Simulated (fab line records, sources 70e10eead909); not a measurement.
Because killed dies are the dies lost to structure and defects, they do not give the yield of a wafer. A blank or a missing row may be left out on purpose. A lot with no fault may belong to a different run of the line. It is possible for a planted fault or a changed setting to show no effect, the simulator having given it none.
Chamber matching -- flow nand harc -- cmp-02 running NHARC_P_CONTACT_CMP_01: 4 sister chambers
The step polishes SiO2, target thk 200 nm. 8 wafers are shown with their chamber, then 8 later ones without.

== WAFERS, EACH WITH ITS CHAMBER ==
wafer,chamber,motor current A (A),edge zone pressure frac
L082.5,0,13.9,1.000
L089.3,3,12.8,0.995
L089.4,1,11.6,0.993
L089.5,2,12.0,1.004
L091.2,1,12.1,0.997
L091.4,2,11.8,0.999
L091.6,3,12.7,0.994
L093.1,0,13.6,1.006

== WAFERS MISSING THEIR CHAMBER ==
wafer,motor current A (A),edge zone pressure frac
L093.2,13.6,1.010
L093.4,11.9,0.997
L094.2,11.8,0.993
L094.5,12.2,0.999
L094.6,11.3,0.993
L096.4,11.8,1.001
L096.5,13.7,1.000
L096.6,11.6,1.001

== CHAMBER TAKEN BY EACH ==
wafer,from the rows above,in truth
L093.2,0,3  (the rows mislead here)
L093.4,can't be placed: 1 or 2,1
L094.2,1,1
L094.5,can't be placed: 2 or 1 or 3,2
L094.6,can't be placed: 1 or 2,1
L096.4,can't be placed: 2 or 1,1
L096.5,0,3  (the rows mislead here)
L096.6,can't be placed: 2 or 1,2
Correctly placed: 1 of 8. Can't be placed from these rows: 5 (the true chamber is among the candidates in 5). Placed wrongly: 2.
How it was worked out, from the rows above alone: a wafer's distance from a chamber is the root of the sum, over the readings, of the square of ((its reading less the chamber's mean) divided by the reading's scatter). The wafer belongs to the nearest chamber; if the next one is less than 2 further off, it can't be placed. The mean given for a chamber averages the wafers shown for that chamber. The scatter is the square root of a quotient: the sum, over the shown wafers, of each reading's squared deviation from its chamber's mean, divided by wafers minus chambers.
